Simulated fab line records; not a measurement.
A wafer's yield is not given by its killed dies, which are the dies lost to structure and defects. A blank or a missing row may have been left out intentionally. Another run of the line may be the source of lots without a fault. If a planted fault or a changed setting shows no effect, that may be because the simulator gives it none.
Split-lot trial | flow n5_finfet | 21 wafers read from 7 lots, route of 1938 steps

## THE SPLIT ITSELF
At N5_BEOL_M4_COAT_73 (time 60 s, resist thk 5 nm), the setting spin_rpm was moved away from the recipe's 1500 rpm on 9 of the 21 wafers read, by -5.3% to +11.2%. For the rest of the wafers, this setting stayed at what the recipe calls for.

## FROM THE SPLIT TO THE READING: what the file shows between them, 3 steps
- N5_BEOL_M4_COAT_05: resist thk 30 nm
- N5_BEOL_M4_EBR_07
- N5_BEOL_M4_DESCUM_16: chemistry O2, time 7 s

## THE READING
etch.depth_nm (the simulator's own value, which no gauge read), in nm, at N5_BEOL_M4_ETCH_74 (etches underlayer in N2/H2, target depth 6.5 nm, time 5.2 s). There is no usual value for it anywhere in the file. Average 5.012 nm, standard deviation 0.014 nm, over the 12 wafers here run with the recipe.

wafer  | tool, chamber at the split | spin_rpm as run, rpm | against the recipe | etch.depth_nm, nm | against lot-mates on the recipe
L075.1 | litho_track-02, 0          | 1500                 | recipe             | 5.035             | -
L075.3 | litho_track-02, 0          | 1500                 | recipe             | 5.012             | -
L075.4 | litho_track-02, 0          | 1500                 | recipe             | 5.041             | -
L078.1 | litho_track-01, 0          | 1565                 | +4.3%              | 4.906             | -0.111
L078.2 | litho_track-01, 0          | 1500                 | recipe             | 5.015             | -
L078.6 | litho_track-01, 0          | 1500                 | recipe             | 5.019             | -
L085.1 | litho_track-04, 0          | 1548                 | +3.2%              | 4.922             | -0.083
L085.5 | litho_track-04, 0          | 1500                 | recipe             | 5.014             | -
L085.6 | litho_track-04, 0          | 1500                 | recipe             | 4.997             | -
L087.3 | litho_track-01, 0          | 1668                 | +11.2%             | 4.74              | no lot-mate on the recipe
L087.4 | litho_track-01, 0          | 1668                 | +11.2%             | 4.753             | no lot-mate on the recipe
L087.6 | litho_track-01, 0          | 1668                 | +11.2%             | 4.76              | no lot-mate on the recipe
L093.3 | litho_track-01, 0          | 1500                 | recipe             | 5.002             | -
L093.4 | litho_track-01, 0          | 1500                 | recipe             | 5.001             | -
L093.6 | litho_track-01, 0          | 1500                 | recipe             | 5.009             | -
L092.1 | litho_track-01, 0          | 1627                 | +8.5%              | 4.789             | -0.199
L092.3 | litho_track-01, 0          | 1627                 | +8.5%              | 4.794             | -0.194
L092.6 | litho_track-01, 0          | 1500                 | recipe             | 4.988             | -
L097.3 | litho_track-01, 0          | 1420                 | -5.3%              | 5.153             | +0.142
L097.5 | litho_track-01, 0          | 1500                 | recipe             | 5.011             | -
L097.6 | litho_track-01, 0          | 1420                 | -5.3%              | 5.141             | +0.130

THE FIT
A straight line over all 21 wafers: etch.depth_nm changes by -0.0243 nm for each +1% of spin_rpm; r = -0.99; the points scatter about the line by 0.014 nm.
The same after taking each lot's own level away (the mean of its wafers on the recipe; 18 wafers): -0.0242 nm for each +1%; r = -1.00; scatter 0.008 nm.
That fit puts the effect of the largest move of spin_rpm on the reading at 0.27 nm.
Across the lots, their own levels run from 4.9880 to 5.0293 nm, a range of 2.9 times the standard deviation given above.
The two slopes are in agreement: the lot-to-lot level therefore moves the slope only a little.
Check: for one of the wafers moved furthest among these (+8.5%), held out of the fit, the line's prediction against its lot-mates is -0.206 nm. Against them it came out at -0.199 nm.

## THESE WAFERS: OTHER SPLITS
These wafers also went through other splits before the reading. Each is held against what the fit with the lots' levels taken away leaves over:
other split on the same wafers            | wafers away from the commonest value | r with etch.depth_nm (lot level and that fit taken away)
N5_BEOL_M0_TRENCH_ETCH_107 target_depth_a | 7                                    | +0.12
N5_BEOL_M1_EXPOSE_25 dose_mj              | 6                                    | -0.05
N5_BEOL_M2_COAT_73 spin_rpm               | 5                                    | +0.06
N5_BEOL_M2_DESCUM_16 time_s               | 4                                    | -0.01
N5_BEOL_M3_EXPOSE_25 dose_mj              | 7                                    | +0.34
N5_BEOL_M3_ETCH_70 time_s                 | 7                                    | -0.42

## FILE'S OWN FIT
etch.depth_nm changes by -0.0243 nm for each +1% of spin_rpm, r = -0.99.
